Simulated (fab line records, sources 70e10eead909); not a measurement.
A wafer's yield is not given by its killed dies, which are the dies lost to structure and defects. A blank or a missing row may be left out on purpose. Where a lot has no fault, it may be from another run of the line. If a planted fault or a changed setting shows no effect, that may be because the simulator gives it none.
Chamber matching + flow nand_harc + rie_diel-02 running NHARC_A_STAIRCASE_STRIP_476: 4 sister chambers
The step strips in O2, time 20 s. 20 wafers are shown with their chamber, then 10 later ones without.

== WAFERS, EACH WITH ITS CHAMBER ==
| wafer  | chamber | showerhead_plenum_p_Torr (Torr) | drypump_motor_current_A (A) | oes_product_au (a.u.) |
|--------|---------|---------------------------------|-----------------------------|-----------------------|
| L078.1 | 0       | 3.77                            | 6.7                         | 0.998                 |
| L078.3 | 2       | 3.72                            | 6.0                         | 0.986                 |
| L078.5 | 3       | 3.51                            | 6.7                         | 1.012                 |
| L084.1 | 0       | 3.76                            | 6.6                         | 0.997                 |
| L084.5 | 0       | 3.76                            | 6.6                         | 0.996                 |
| L084.6 | 1       | 3.32                            | 6.6                         | 0.989                 |
| L085.2 | 3       | 3.50                            | 6.7                         | 1.021                 |
| L085.3 | 2       | 3.70                            | 6.0                         | 1.007                 |
| L085.6 | 3       | 3.50                            | 6.7                         | 1.023                 |
| L086.1 | 1       | 3.31                            | 6.6                         | 0.989                 |
| L086.3 | 0       | 3.76                            | 6.6                         | 0.997                 |
| L086.5 | 1       | 3.31                            | 6.6                         | 0.988                 |
| L091.1 | 0       | 3.75                            | 6.6                         | 1.015                 |
| L091.4 | 2       | 3.69                            | 6.1                         | 1.003                 |
| L091.5 | 3       | 3.49                            | 6.7                         | 1.014                 |
| L092.1 | 2       | 3.69                            | 6.1                         | 0.994                 |
| L092.2 | 0       | 3.74                            | 6.7                         | 1.017                 |
| L092.4 | 1       | 3.30                            | 6.6                         | 0.978                 |
| L093.2 | 3       | 3.49                            | 6.7                         | 1.017                 |
| L093.4 | 1       | 3.30                            | 6.6                         | 0.985                 |

SIGNATURES (means of the wafers above)
| reading                  | chamber 0 | chamber 1 | chamber 2 | chamber 3 | scatter within a chamber |
|--------------------------|-----------|-----------|-----------|-----------|--------------------------|
| showerhead_plenum_p_Torr | 3.7567    | 3.3080    | 3.7000    | 3.4980    | 0.0103                   |
| drypump_motor_current_A  | 6.633     | 6.600     | 6.050     | 6.700     | 0.0382                   |
| oes_product_au           | 1.00333   | 0.98580   | 0.99750   | 1.01740   | 0.00759                  |
Rule: a wafer lies at a distance from a chamber equal to the root of the sum of squares, over the readings, of (its reading less the chamber's mean, divided by the reading's scatter). If the next closest chamber is less than 2 further off than the closest, the wafer can't be placed; otherwise it belongs to the closest. The scatter is the square root of a quotient: the sum, over the shown wafers, of each reading's squared deviation from its chamber's mean, divided by wafers minus chambers.

== WAFERS MISSING THEIR CHAMBER ==
| wafer  | showerhead_plenum_p_Torr (Torr) | drypump_motor_current_A (A) | oes_product_au (a.u.) |
|--------|---------------------------------|-----------------------------|-----------------------|
| L093.6 | 3.74                            | 6.6                         | 1.020                 |
| L094.2 | 3.30                            | 6.6                         | 0.994                 |
| L094.3 | 3.49                            | 6.7                         | 0.995                 |
| L094.5 | 3.49                            | 6.7                         | 0.993                 |
| L096.2 | 3.69                            | 6.0                         | 0.995                 |
| L096.3 | 3.74                            | 6.7                         | 1.001                 |
| L096.5 | 3.74                            | 6.7                         | 1.004                 |
| L095.3 | 3.74                            | 6.7                         | 1.003                 |
| L095.4 | 3.48                            | 6.7                         | 0.984                 |
| L095.5 | 3.48                            | 6.7                         | 0.991                 |

== WHICH CHAMBER EACH ONE RAN IN ==
| wafer  | from the rows above | in truth |
|--------|---------------------|----------|
| L093.6 | 0                   | 0        |
| L094.2 | 1                   | 1        |
| L094.3 | 3                   | 3        |
| L094.5 | 3                   | 3        |
| L096.2 | 2                   | 2        |
| L096.3 | 0                   | 0        |
| L096.5 | 0                   | 0        |
| L095.3 | 0                   | 0        |
| L095.4 | 3                   | 3        |
| L095.5 | 3                   | 3        |
Placed correctly: 10 of 10. Number that these rows cannot place: 0. Placed wrongly: 0.
